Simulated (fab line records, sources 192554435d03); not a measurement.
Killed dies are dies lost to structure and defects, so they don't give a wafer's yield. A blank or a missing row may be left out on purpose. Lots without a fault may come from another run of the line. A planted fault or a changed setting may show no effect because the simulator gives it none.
Tool commonality check | flow n5_finfet | 10 lots, 30 wafers sampled

WHY IT WAS OPENED
At N5_BEOL_M4_RC_MEAS_101 the reading RS_PWELL is flagged on 2 of 10 lots. Wafers without a fault read 3008 ohm/sq, standard deviation 23.
Rule: a lot is flagged when every wafer of it that has a number lies more than 4 standard deviations from that mean, or none has a number. The other lots count as sound.

lot  | measured     | on        | RS_PWELL (ohm/sq), wafer by wafer | flag
L379 | day 8 01:18  | prober-02 | 2997 3020 2997                    |
L383 | day 9 11:20  | prober-02 | 2990 3018 2995                    |
L384 | day 9 17:29  | prober-01 | 3039 3032 3026                    |
L387 | day 10 11:10 | prober-02 | 2999 3012 2998                    |
L388 | day 10 20:08 | prober-01 | 3006 2954 2985                    |
L392 | day 11 14:01 | prober-02 | 2999 2983 3010                    |
L394 | day 12 10:09 | prober-02 | 3222 3196 3218                    | FLAGGED
L395 | day 12 11:52 | prober-01 | 3197 3197 3177                    | FLAGGED
L398 | day 13 08:37 | prober-02 | 3014 3005 3030                    |
L400 | day 14 00:35 | prober-02 | 2981 3007 3004                    |
The numbers of the flagged lots are 3201 ohm/sq on average: +193 ohm/sq against the usual, or +8 standard deviations.

WHICH TOOL RAN EACH LOT
The record holds 2 process steps before the reading, out of a route of 1938 steps. In each cell: the tool, then ch and the chambers that the sampled wafers went through, then the start.
lot  | flag    | N5_WELL_APT_IMPLANT_31         | N5_PMOS_HMC_CHANNEL_EPI_DESCUM_14
L379 |         | implanter-02 ch 0, day 2 03:19 | rie_diel-02 ch 1,2, day 2 05:29
L383 |         | implanter-02 ch 0, day 3 03:15 | rie_diel-02 ch 0,2,3, day 3 05:20
L384 |         | implanter-01 ch 0, day 3 09:11 | rie_diel-04 ch 1,2,3, day 3 11:31
L387 |         | implanter-02 ch 0, day 4 04:17 | rie_diel-02 ch 2,3, day 4 07:20
L388 |         | implanter-01 ch 0, day 4 09:35 | rie_diel-02 ch 0,2, day 4 11:44
L392 |         | implanter-01 ch 0, day 5 09:50 | rie_diel-02 ch 0,1,2, day 5 12:07
L394 | FLAGGED | implanter-02 ch 0, day 5 21:14 | rie_diel-05 ch 0,1,3, day 5 23:48
L395 | FLAGGED | implanter-02 ch 0, day 6 03:01 | rie_diel-05 ch 1,2, day 6 05:08
L398 |         | implanter-01 ch 0, day 6 21:08 | rie_diel-04 ch 0,2, day 6 23:11
L400 |         | implanter-01 ch 0, day 7 09:11 | rie_diel-02 ch 1,2,3, day 7 11:24
What these steps do:
- N5_WELL_APT_IMPLANT_31
- N5_PMOS_HMC_CHANNEL_EPI_DESCUM_14: chemistry O2, time 7.9 s.
- N5_BEOL_M4_RC_MEAS_101

FLAGGED OVER TOTAL, TOOL BY TOOL (the gauges that took the reading come last)
step                              | tool         | lots run | flagged | share of the flagged lots | sound lots run after its first flagged lot
N5_WELL_APT_IMPLANT_31            | implanter-01 | 5        | 0       | none                      | -
N5_WELL_APT_IMPLANT_31            | implanter-02 | 5        | 2       | all                       | 0
N5_PMOS_HMC_CHANNEL_EPI_DESCUM_14 | rie_diel-02  | 6        | 0       | none                      | -
N5_PMOS_HMC_CHANNEL_EPI_DESCUM_14 | rie_diel-04  | 2        | 0       | none                      | -
N5_PMOS_HMC_CHANNEL_EPI_DESCUM_14 | rie_diel-05  | 2        | 2       | all                       | 0
N5_BEOL_M4_RC_MEAS_101            | prober-01    | 3        | 1       | some                      | 0
N5_BEOL_M4_RC_MEAS_101            | prober-02    | 7        | 1       | some                      | 2 (L398,L400)

WHAT THE TABLE ALLOWS
2 rows of the table ran every flagged lot: implanter-02 at N5_WELL_APT_IMPLANT_31, rie_diel-05 at N5_PMOS_HMC_CHANNEL_EPI_DESCUM_14.
- implanter-02 at N5_WELL_APT_IMPLANT_31: 2 of its 5 lots flagged. Its last sound lot is L387 (day 4 04:17), its first flagged lot L394 (day 5 21:14): a fault that began between those two fits. Its own readings lie more than 4 standard deviations out on every wafer of the flagged lots: dose_ions_cm2.
- rie_diel-05 at N5_PMOS_HMC_CHANNEL_EPI_DESCUM_14: 2 of its 2 lots flagged. It ran no sound lot before its first flagged lot in this sample, so the start can't be narrowed down.
Counting lots can't tell these 2 tools apart, because each fits a fault that began at some hour. More lots, or a look at what each step does to the wafer, might.

WHAT THE SIMULATOR HAD PUT IN
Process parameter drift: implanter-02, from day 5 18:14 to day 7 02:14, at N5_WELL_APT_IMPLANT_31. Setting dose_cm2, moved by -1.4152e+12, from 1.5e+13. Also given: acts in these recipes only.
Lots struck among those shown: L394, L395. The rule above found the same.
